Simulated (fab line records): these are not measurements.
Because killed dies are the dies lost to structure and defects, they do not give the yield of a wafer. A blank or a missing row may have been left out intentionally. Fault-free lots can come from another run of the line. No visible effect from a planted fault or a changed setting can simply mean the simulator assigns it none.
fab line records | flow n5-finfet
[record] lots = 7 wafers = 21
route steps=1938 shown MOL_CONTACT_COAG@565 BEOL_M0_SAQP@652 BEOL_M2@881 BEOL_M3@931
start-h: the number of hours between the record's first day and the start of the first shown wafer of the lot | wait-h: hours from the lot's prior step to this one | " same as the row above | L1.1+2: several wafers, shown together as one row | - no value present, or no start provided | * or withheld: withheld | < > ~ a bound
route shown NAME@n: a module of which the file shows steps, and the number in the route of the first | usual: the fault-free wafers' mean and standard deviation | same: alike in all rows | chamber/n: place in a boat | sites: readings site by site | _std_site: standard deviation of those values | _edge_site: inner sites' mean taken away from outer sites' mean | radius-mm: for every site, how far away it sits from the centre of the wafer | mask NAME#n: copy n | behind: the tool/chamber that last shaped the wafer | hold: why the lot went on hold/how many hours it stayed there/how the hold came to an end | device: the transistor (n, p or np) that didn't switch | end of line: tests run on the same wafers once the route is complete | for a step that has no rows: nothing shown but its recipe | killed: dies that structure and defects cost at the first sort, which is not the same as the wafer's yield | map: a wafer's dies, marking killed ones x, the rest . and places with no die _
set.NAME: the setting as run; set.NAME@STEP: as run at that earlier step | model.NAME: the simulator's own value behind a step, which no gauge read
lots whose settings were changed on purpose; a table a step, a row a wafer
[[steps]]
[step N5_MOL_CONTACT_COAG_COAT_76]
[recipe] resist = SiARC temp-c = 220 time-s = 60 spin-rpm = 1500 resist-thk-nm = 10
// columns lot.wafer tool chamber start-h wait-h set.spin-rpm model.SiARC_of_MOL_CONTACT_COAG_COAT_76.thk-nm
L075.1+3+4 litho-track-03 0 - - 1500 10
L076.1+2+6 litho-track-03 0 - - 1500 10
L077.2+5 litho-track-04 0 - - 1351 10.6
L077.6 " 0 " " 1500 10
L080.4+6 litho-track-01 0 - - 1500 10
L080.5 " 0 " " 1457 10.2
L087.1+2+4 litho-track-01 0 - - 1500 10
L089.2+5 litho-track-01 0 - - 1586 9.8
L089.3 " 0 " " 1500 10
L090.1+4 litho-track-03 0 - - 1339 10.6
L090.2 " 0 " " 1500 10
[step N5_MOL_CONTACT_COAG_COAT_77]
[recipe] resist = underlayer temp-c = 205 time-s = 60 spin-rpm = 1500 resist-thk-nm = 10
[step N5_MOL_CONTACT_COAG_COAT_78]
[recipe] resist = CAR-EUV spin-rpm = 1500 resist-thk-nm = 40
[step N5_MOL_CONTACT_COAG_DESCUM_88]
[recipe] chemistry = O2 time-s = 7 source-power-w = 50 bias-power-w = 20 pressure-mtorr = 20 rf-frequency-hz = 2.712e+07 temp-c = 40 resist = CAR-EUV o2-flow-sccm = 225
[step N5_MOL_CONTACT_COAG_ETCH_89]
[recipe] chemistry = N2/H2 target = underlayer target-depth-a = 130 mask-material = CAR-EUV time-s = 10.4 ion-energy-ev = 200 pressure-mtorr = 30 source-w = 840 bias-w = 150 n2-flow-sccm = 200 h2-flow-sccm = 200 ends = cleared
[step N5_MOL_CONTACT_COAG_ETCH_90]
[recipe] chemistry = CF4 target = SiARC target-depth-a = 130 mask-material = CAR-EUV time-s = 21.7 ion-energy-ev = 80 pressure-mtorr = 40 source-w = 545 bias-w = 36 Ar_flow_sccm = 100 cf4-flow-sccm = 100 ends = cleared
// columns lot.wafer tool chamber start-h wait-h set.spin-rpm@MOL_CONTACT_COAG_COAT_76 model.etch.depth-nm model.CAR-EUV_of_MOL_CONTACT_COAG_COAT_78.thk-nm
L075.1 rie-diel-06 0 112.25 0.0 1500 10.05 16.8
L075.3 " 1 " " 1500 10.06 16.6
L075.4 " 2 " " 1500 10.01 16.8
L076.1+6 rie-diel-01 1,2 115.46 0.0 1500 10 17
L076.2 " 0 " " 1500 9.992 17
L077.2 rie-diel-05 2 117.78 0.0 1351 10.5 16.4
L077.5 " 0 " " 1351 10.52 16.4
L077.6 " 3 " " 1500 9.974 16.8
L080.4 rie-diel-05 2 135.22 0.0 1500 10.04 17
L080.5 " 3 " " 1457 10.21 16.8
L080.6 " 0 " " 1500 10.02 17
L087.1 rie-diel-01 1 179.07 0.0 1500 10 17
L087.2 " 2 " " 1500 10.03 16.8
L087.4 " 0 " " 1500 10.01 17
L089.2 rie-diel-06 0 188.59 0.0 1586 9.714 17.2
L089.3 " 1 " " 1500 9.989 17
L089.5 " 0 " " 1586 9.712 17.4
L090.1 rie-diel-06 1 198.81 0.0 1339 10.58 16.4
L090.2 " 3 " " 1500 10.02 17
L090.4 " 3 " " 1339 10.59 16.6
[step N5_MOL_CONTACT_COAG_ALD_131]
[recipe] material = SiO2 target-thk-a = 50 temp-c = 100 ald-precursor-family = BDEAS ald-co-reactant = O2-plasma pulse-time-s = 1 co-reactant-pulse-time-s = 1 purge-time-s = 2 co-reactant-purge-time-s = 2 ald-cycles = 35 pressure-torr = 2
[step N5_MOL_CONTACT_COAG_ETCHBACK_132]
[recipe] chemistry = CHF3 target = SiO2 target-depth-a = 100 time-s = 6.7 ion-energy-ev = 200 pressure-mtorr = 30 source-w = 610 bias-w = 170 Ar_flow_sccm = 200 CHF3_flow_sccm = 50
[step N5_MOL_CONTACT_COAG_ETCH_91]
[recipe] chemistry = N2/H2 target = SOC target-depth-a = 600 overetch-a = 210 mask-material = SiARC temp-c = 40 time-s = 101.2 ion-energy-ev = 200 pressure-mtorr = 30 source-w = 840 bias-w = 150 n2-flow-sccm = 200 h2-flow-sccm = 200
// columns lot.wafer tool chamber start-h wait-h set.spin-rpm@MOL_CONTACT_COAG_COAT_76 model.SiARC_of_MOL_CONTACT_COAG_COAT_76.thk-nm
L075.1+3 rie-diel-05 1,0 112.61 0.0 1500 6
L075.4 " 2 " " 1500 5.8
L076.1+2+6 rie-diel-06 2,1,2 115.86 0.0 1500 5.8
L077.2 rie-diel-06 3 119.49 0.0 1351 6.4
L077.5 " 0 " " 1351 6.2
L077.6 " 3 " " 1500 5.8
L080.4+6 rie-diel-05 1,0 135.56 0.0 1500 5.8
L080.5 " 3 " " 1457 6
L087.1+2+4 rie-diel-05 3,1,2 179.69 0.0 1500 5.8
L089.2+5 rie-diel-01 1,0 189.05 0.0 1586 5.4
L089.3 " 0 " " 1500 5.8
L090.1+4 rie-diel-01 2 199.19 0.0 1339 6.2
L090.2 " 1 " " 1500 5.8
[step N5_BEOL_M0_SAQP_DESCUM_19]
[recipe] chemistry = O2 time-s = 7.9 source-power-w = 50 bias-power-w = 20 pressure-mtorr = 20 rf-frequency-hz = 2.712e+07 temp-c = 40 resist = CAR-ArF o2-flow-sccm = 225
// columns lot.wafer tool chamber start-h wait-h set.time-s model.CAR-ArF_of_BEOL_M0_SAQP_COAT_08.thk-nm
L075.1+4 rie-diel-04 1,0 121.13 0.5 7.9 83.6
L075.3 " 0 " " 7.9 83.4
L076.1 rie-diel-02 0 124.19 0.0 7.9 83.6
L076.2 " 1 " " 8.473 83.2
L076.6 " 3 " " 7.9 83.4
L077.2 rie-diel-02 1 127.95 0.0 7.9 83.2
L077.5 " 0 " " 6.147 84.4
L077.6 " 1 " " 7.9 83.4
L080.4 rie-diel-02 2 143.05 0.0 9.043 82.8
L080.5 " 1 " " 9.043 82.4
L080.6 " 0 " " 7.9 83.4
L087.1 rie-diel-04 1 187.84 0.0 7.9 83.8
L087.2 " 2 " " 7.9 84
L087.4 " 0 " " 8.782 83.2
L089.2 rie-diel-02 0 197.15 0.0 7.258 83.8
L089.3 " 2 " " 7.9 83.6
L089.5 " 0 " " 7.258 84.2
L090.1 rie-diel-03 0 206.41 0.0 7.9 83.4
L090.2 " 3 " " 7.9 83.8
L090.4 " 2 " " 7.9 83.6
[step N5_BEOL_M0_SAQP_ETCH_83]
[recipe] chemistry = CF4 target = SiARC target-depth-a = 390 mask-material = CAR-ArF time-s = 65 ion-energy-ev = 80 pressure-mtorr = 40 source-w = 545 bias-w = 36 Ar_flow_sccm = 100 cf4-flow-sccm = 100 ends = cleared
// columns lot.wafer tool chamber start-h wait-h set.time-s@BEOL_M0_SAQP_DESCUM_19 model.CAR-ArF_of_BEOL_M0_SAQP_COAT_08.thk-nm
L075.1+3 rie-diel-04 1,0 121.16 0.0 7.9 55.4
L075.4 " 0 " " 7.9 55.6
L076.1 rie-diel-02 0 124.22 0.0 7.9 55.6
L076.2 " 1 " " 8.473 55.2
L076.6 " 3 " " 7.9 55.4
L077.2 rie-diel-02 1 127.99 0.0 7.9 55.2
L077.5 " 0 " " 6.147 56.4
L077.6 " 1 " " 7.9 55.4
L080.4 rie-diel-02 2 143.09 0.0 9.043 55
L080.5 " 1 " " 9.043 54.4
L080.6 " 0 " " 7.9 55.4
L087.1+2 rie-diel-04 1,2 187.87 0.0 7.9 55.8
L087.4 " 0 " " 8.782 55.2
L089.2 rie-diel-02 0 197.19 0.0 7.258 55.8
L089.3 " 2 " " 7.9 55.6
L089.5 " 0 " " 7.258 56
L090.1 rie-diel-03 0 206.45 0.0 7.9 55.2
L090.2 " 3 " " 7.9 55.8
L090.4 " 2 " " 7.9 55.6
[step N5_BEOL_M0_SAQP_DESCUM_45]
[recipe] chemistry = O2 time-s = 7 source-power-w = 50 bias-power-w = 20 pressure-mtorr = 20 rf-frequency-hz = 2.712e+07 temp-c = 40 resist = CAR-EUV o2-flow-sccm = 225
// columns lot.wafer tool chamber start-h wait-h set.time-s model.CAR-EUV_of_BEOL_M0_SAQP_COAT_34.thk-nm
L075.1 rie-diel-03 3 125.14 0.0 7 26
L075.3+4 " 2,1 " " 7 26.2
L076.1+2+6 rie-diel-03 1,0,3 128.43 0.0 7 26.2
L077.2+6 rie-diel-03 3,1 132.77 0.1 7 26.2
L077.5 " 0 " " 5.778 26.8
L080.4 rie-diel-02 2 147.75 0.0 7 26.2
L080.5+6 " 1,2 " " 6.149 26.6
L087.1 rie-diel-02 3 191.82 0.0 7 26
L087.2+4 " 2 " " 7 26.2
L089.2 rie-diel-03 1 201.11 0.0 8.348 25.4
L089.3+5 " 3 " " 7 26.2
L090.1+2 rie-diel-03 1,3 210.77 0.0 7 26
L090.4 " 2 " " 6.521 26.2
[step N5_BEOL_M2_ETCH_69]
[recipe] chemistry = CF4 target = SiARC target-depth-a = 156 mask-material = CAR-EUV time-s = 26 ion-energy-ev = 80 pressure-mtorr = 40 source-w = 545 bias-w = 36 Ar_flow_sccm = 100 cf4-flow-sccm = 100 ends = cleared
[usual] rf-vpp-V = 183.7/1.1
// columns lot.wafer tool chamber start-h wait-h set.bias-w rf-vpp-V
L075.1 rie-diel-01 1 143.99 0.0 36 183.6
L075.3 " 2 " " 36 185.3
L075.4 " 3 " " 36 182.6
L076.1 rie-diel-06 0 148.78 0.0 36 183.2
L076.2 " 1 " " 36 182.8
L076.6 " 2 " " 36 182.5
L077.2 rie-diel-01 1 155.34 0.0 30.05 164.0
L077.5 " 2 " " 30.05 163.8
L077.6 " 1 " " 36 182.4
L080.4 rie-diel-01 0 165.85 0.0 38.54 192.1
L080.5 " 2 " " 38.54 193.1
L080.6 " 3 " " 36 184.0
L087.1 rie-diel-06 3 219.01 0.0 36 182.5
L087.2 " 2 " " 30.13 164.1
L087.4 " 1 " " 30.13 164.8
L089.2 rie-diel-01 2 224.59 0.0 36 184.4
L089.3 " 0 " " 36 181.2
L089.5 " 1 " " 32.24 171.4
L090.1 rie-diel-01 1 234.67 0.0 40.21 199.0
L090.2 " 2 " " 36 184.9
L090.4 " 0 " " 36 181.2
[step N5_BEOL_M2_TRENCH_ETCH_37]
[recipe] chemistry = C4F6/O2 target-depth-a = 555.55 target = SiOC time-s = 29.2 ion-energy-ev = 250 pressure-mtorr = 30 source-w = 355 bias-w = 185 Ar_flow_sccm = 300 C4F6_flow_sccm = 10 O2_flow_sccm = 10
[usual] rf-vpp-V = 668/8.5
// columns lot.wafer tool chamber start-h wait-h set.bias-w rf-vpp-V
L075.1 rie-diel-06 2 - - 185 660
L075.3 " 1 " " 185 655
L075.4 " 0 " " 185 665
L076.1 rie-diel-06 0 - - 185 665
L076.2 " 3 " " 175 647
L076.6 " 0 " " 185 667
L077.2 rie-diel-01 3 - - 185 680
L077.5 " 2 " " 162.3 594
L077.6 " 1 " " 185 669
L080.4 rie-diel-05 0 - - 185 660
L080.5 " 0 " " 206.9 718
L080.6 " 3 " " 185 672
L087.1 rie-diel-01 0 - - 185 674
L087.2 " 1 " " 185 668
L087.4 " 3 " " 185 681
L089.2 rie-diel-01 1 - - 185 669
L089.3 " 3 " " 173.3 645
L089.5 " 1 " " 185 667
L090.1 rie-diel-06 2 - - 185 670
L090.2 " 1 " " 215.1 736
L090.4 " 3 " " 215.1 761
[step N5_BEOL_M3_ILD_DEP_00]
[recipe] material = SiOC target-thk-a = 790 temp-c = 350 precursor = DEMS/O2 pressure-torr = 5 rf-w = 500 time-s = 15.3
// columns lot.wafer tool chamber start-h wait-h set.time-s model.SiOC_of_BEOL_M3_ILD_DEP_00.thk-nm
L075.1+3 pecvd-03 1,0 150.54 0.0 15.3 77.8
L075.4 " 0 " " 15.3 79
L076.1 pecvd-01 2 158.97 0.0 16.28 84.2
L076.2 " 1 " " 16.28 84
L076.6 " 0 " " 15.3 80.4
L077.2 pecvd-01 1 178.00 0.0 15.3 77.2
L077.5 " 1 " " 13.36 69.2
L077.6 " 0 " " 13.36 71
L080.4+6 pecvd-04 2,1 190.08 0.1 15.87 83.6
L080.5 " 0 " " 15.3 80.2
L087.1 pecvd-03 2 223.52 0.0 15.3 77.8
L087.2 " 1 " " 13.11 69.2
L087.4 " 2 " " 15.3 80
L089.2 pecvd-01 2 232.12 0.0 15.3 79.6
L089.3 " 0 " " 15.3 78.6
L089.5 " 1 " " 15.3 79.2
L090.1 pecvd-01 1 247.18 0.0 15.3 78.2
L090.2 " 2 " " 17.48 90.4
L090.4 " 1 " " 17.48 91.4
[step N5_BEOL_M3_THK_MEAS_01]
[recipe] reads = SiOC_of_BEOL_M3_ILD_DEP_00
[usual] M3_ILD_THK = 79.0/1.2
// columns lot.wafer tool chamber start-h wait-h set.time-s@BEOL_M3_ILD_DEP_00 M3_ILD_THK[nm]
L075.1 film-metro-01 - 150.61 0.0 15.3 77.8
L075.3 " - " " 15.3 77.8
L075.4 " - " " 15.3 78.9
L076.1 film-metro-01 - 159.04 0.0 16.28 84.1
L076.2 " - " " 16.28 84.0
L076.6 " - " " 15.3 80.5
L077.2 film-metro-02 - 178.07 0.1 15.3 77.1
L077.5 " - " " 13.36 69.1
L077.6 " - " " 13.36 71.0
L080.4 film-metro-01 - 190.14 0.0 15.87 83.8
L080.5 " - " " 15.3 80.2
L080.6 " - " " 15.87 83.6
L087.1 film-metro-01 - 223.58 0.0 15.3 77.7
L087.2 " - " " 13.11 69.1
L087.4 " - " " 15.3 80.1
L089.2 film-metro-01 - 232.19 0.1 15.3 79.6
L089.3 " - " " 15.3 78.6
L089.5 " - " " 15.3 79.2
L090.1 film-metro-01 - 247.24 0.0 15.3 78.2
L090.2 " - " " 17.48 90.6
L090.4 " - " " 17.48 91.3
[[key]]
[split] step = N5_MOL_CONTACT_COAG_COAT_76 setting = spin-rpm stated = 1500 by = wafer
[response] step = N5_MOL_CONTACT_COAG_COAT_76 reading = model.SiARC_of_MOL_CONTACT_COAG_COAT_76.thk-nm change = -0.0554 per = 1% r = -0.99
[response] step = N5_MOL_CONTACT_COAG_ETCH_90 reading = model.etch.depth-nm change = -0.0532 per = 1% r = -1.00
[response] step = N5_MOL_CONTACT_COAG_ETCH_90 reading = model.CAR-EUV_of_MOL_CONTACT_COAG_COAT_78.thk-nm change = +0.0456 per = 1% r = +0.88
[response] step = N5_MOL_CONTACT_COAG_ETCH_91 reading = model.SiARC_of_MOL_CONTACT_COAG_COAT_76.thk-nm change = -0.0476 per = 1% r = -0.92
[split] step = N5_BEOL_M0_SAQP_DESCUM_19 setting = time-s stated = 7.9 by = wafer
[response] step = N5_BEOL_M0_SAQP_DESCUM_19 reading = model.CAR-ArF_of_BEOL_M0_SAQP_COAT_08.thk-nm change = -0.0521 per = 1% r = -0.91
[response] step = N5_BEOL_M0_SAQP_ETCH_83 reading = model.CAR-ArF_of_BEOL_M0_SAQP_COAT_08.thk-nm change = -0.0485 per = 1% r = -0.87
[split] step = N5_BEOL_M0_SAQP_DESCUM_45 setting = time-s stated = 7 by = wafer
[response] step = N5_BEOL_M0_SAQP_DESCUM_45 reading = model.CAR-EUV_of_BEOL_M0_SAQP_COAT_34.thk-nm change = -0.0369 per = 1% r = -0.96
[split] step = N5_BEOL_M2_ETCH_69 setting = bias-w stated = 36 by = wafer
[response] step = N5_BEOL_M2_ETCH_69 reading = rf-vpp-V change = +1.16 per = 1% r = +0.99
[split] step = N5_BEOL_M2_TRENCH_ETCH_37 setting = bias-w stated = 185 by = wafer
[response] step = N5_BEOL_M2_TRENCH_ETCH_37 reading = rf-vpp-V change = +5.01 per = 1% r = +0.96
[split] step = N5_BEOL_M3_ILD_DEP_00 setting = time-s stated = 15.3 by = wafer
[response] step = N5_BEOL_M3_ILD_DEP_00 reading = model.SiOC_of_BEOL_M3_ILD_DEP_00.thk-nm change = +0.716 per = 1% r = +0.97
[response] step = N5_BEOL_M3_THK_MEAS_01 reading = M3_ILD_THK change = +0.715 per = 1% r = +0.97
